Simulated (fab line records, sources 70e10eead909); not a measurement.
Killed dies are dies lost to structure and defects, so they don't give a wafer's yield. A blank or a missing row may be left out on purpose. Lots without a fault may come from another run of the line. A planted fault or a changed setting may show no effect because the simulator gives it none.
A struck lot beside a sound one | flow nand_harc | 24 steps out of a route of 1302
Sound: wafers L495.1, L495.3, L495.6. Struck: wafers L502.2, L502.4, L502.5. The cause comes at the end.
At each step with rows: each side's tool, then ch and its chambers, then its first start. Under that, the readings that differ: sound wafers | struck wafers | difference of the means | sigmas: that difference in standard deviations of wafers without a fault.
alike: readings whose means differ by less than 2 such deviations, and words and numbers that are the same on both sides. not compared: withheld readings, readings that some wafer has no value for, bounds like >300 that may hide the same value, and numbers for which the record gives no deviation and whose values overlap.
The two part at a step that has a row with sigmas, a row that says differs or no value, or rows on one side only. Numbers that don't overlap but have no deviation are shown without sigmas and don't part them. A reading that every wafer of one side lacks parts them only if that side has two wafers or more.

NHARC_P_M0_INSPECT_27:
  sound on defect_inspect-02, day 9 09:37; struck on defect_inspect-02, day 12 04:59
  alike: raw_defect_count
NHARC_P_M0_PRE_CLEAN_31: time 12 s.
  sound on pecvd-02 ch 0,1,2, day 9 09:41; struck on pecvd-01 ch 1,2, day 12 05:02
  alike: heater_power_w
NHARC_P_M0_DEP_32: deposits SiCN, target thk 30 nm.
  sound on pecvd-02 ch 0,1,2, day 9 09:45; struck on pecvd-01 ch 1,2, day 12 05:07
  alike: heater_power_w
then, 8 steps without rows for these wafers: NHARC_P_M1_DEP_00 (deposits SiOC, target thk 182.5 nm); NHARC_P_M1_DEHYDRATE_01 (time 120 s); NHARC_P_M1_HMDS_02 (time 30 s); NHARC_P_M1_COAT_34 (time 65 s); NHARC_P_M1_COAT_03 (resist thk 90 nm); NHARC_P_M1_SOFTBAKE_04 (time 55 s); NHARC_P_M1_EBR_05; NHARC_P_M1_EXPOSE_06 (exposes mask P M1, target cd 130 nm).
NHARC_P_M1_PEB_07: peb time 65 s.
  sound on litho_track-04 ch 0, day 9 10:55; struck on litho_track-06 ch 0, day 12 06:19
  reading                  | sound               | struck            | difference | sigmas
  heater_power_total_W (W) | 156.0 156.4 156.0   | 150.9 151.9 150.9 | -4.9       | -11
  plate_temp_C (C)         | 100.06 100.23 99.89 | 97.60 97.44 97.61 | -2.51      | -21
then, 1 step without rows for these wafers: NHARC_P_M1_DEVELOP_08 (develop time 35 s).
NHARC_P_M1_CD_MEAS_09: target cd 130 nm.
  sound on cd_sem-03 ch 0, day 9 10:59; struck on cd_sem-03 ch 0, day 12 06:24
  reading    | sound             | struck            | difference | sigmas
  cd_nm (nm) | 129.8 129.4 129.2 | 119.4 119.4 119.6 | -10.0      | -17
NHARC_P_M1_OVL_MEAS_10: pitch 260 nm.
  sound on overlay-01, day 9 11:05; struck on overlay-01, day 12 06:29
  reading           | sound          | struck      | difference | sigmas
  overlay_x_nm (nm) | -0.7 -1.1 -0.9 | 1.8 1.5 1.6 | +2.5       | +4
  alike: overlay_y_nm
NHARC_P_M1_INSPECT_11:
  sound on defect_inspect-02, day 9 11:07; struck on defect_inspect-02, day 12 06:32
  alike: raw_defect_count
NHARC_P_M1_DESCUM_14: chemistry O2, time 3 s.
  sound on rie_diel-06 ch 1,3, day 9 11:11; struck on rie_diel-08 ch 0,2,3, day 12 06:36
  reading               | sound             | struck            | difference | sigmas
  model.P_M1.cd_nm (nm) | 128.9 128.4 127.6 | 118.9 119.8 119.9 | -8.8       |
  alike: drypump_motor_current_A, oes_product_au, rf_vpp_V, showerhead_plenum_p_Torr, throttle_valve_pct
  not compared: rf_hours_counter_h
NHARC_P_M1_ETCH_35: etches the open film in N2/H2, target depth 40 nm, overetch 12 nm, time 43.94 s.
  sound on rie_diel-06 ch 0,1,3, day 9 11:16; struck on rie_diel-08 ch 0,1,2, day 12 06:44
  alike: drypump_motor_current_A, oes_product_au, rf_vpp_V, showerhead_plenum_p_Torr, throttle_valve_pct
  not compared: rf_hours_counter_h
NHARC_P_M1_ETCH_15: etches the open film in C4F8/Ar, target depth 182.5 nm, time 91.2 s.
  sound on rie_diel-06 ch 0,3; struck on rie_diel-08 ch 1,2,3
  alike: oes_product_au, rf_vpp_V
  not compared: rf_hours_counter_h
NHARC_P_M1_CD_MEAS_16:
  sound on cd_sem-03, day 9 11:29; struck on cd_sem-02, day 12 06:58
  reading    | sound             | struck            | difference | sigmas
  cd_nm (nm) | 128.4 127.8 128.3 | 119.8 120.0 120.0 | -8.2       | -10
NHARC_P_M1_STRIP_18: strips in N2/H2.
  sound on rie_diel-08 ch 0,1,2, day 9 11:35; struck on rie_diel-03 ch 1,2,3, day 12 07:05
  alike: drypump_motor_current_A, oes_product_au, rf_vpp_V, showerhead_plenum_p_Torr, throttle_valve_pct
  not compared: rf_hours_counter_h
NHARC_P_M1_ETCH_28: etches the open film in CF4/N2, target depth 30 nm, time 72.99 s.
  sound on rie_diel-08 ch 0,1,3; struck on rie_diel-03 ch 0,1,2
  reading               | sound             | struck            | difference | sigmas
  model.P_M1.cd_nm (nm) | 127.6 128.2 128.3 | 119.6 119.5 119.8 | -8.4       |
  alike: drypump_motor_current_A, oes_product_au, rf_vpp_V, showerhead_plenum_p_Torr, throttle_valve_pct
  not compared: rf_hours_counter_h
then, 1 step without rows for these wafers: NHARC_P_M1_STRIP_19 (strips in post etch residue remover, time 600 s).
NHARC_END_SORT_01:
  the record has rows for the sound wafers here (prober-01 ch 0, day 28 01:33) and none for the struck ones

WHERE THEY PART
First at NHARC_P_M1_PEB_07; last, within this record, at NHARC_END_SORT_01.

WHY: what the simulator had put in
Process parameter drift: litho_track-06, from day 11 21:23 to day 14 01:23, at NHARC_P_M1_PEB_07. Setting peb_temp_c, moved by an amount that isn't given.
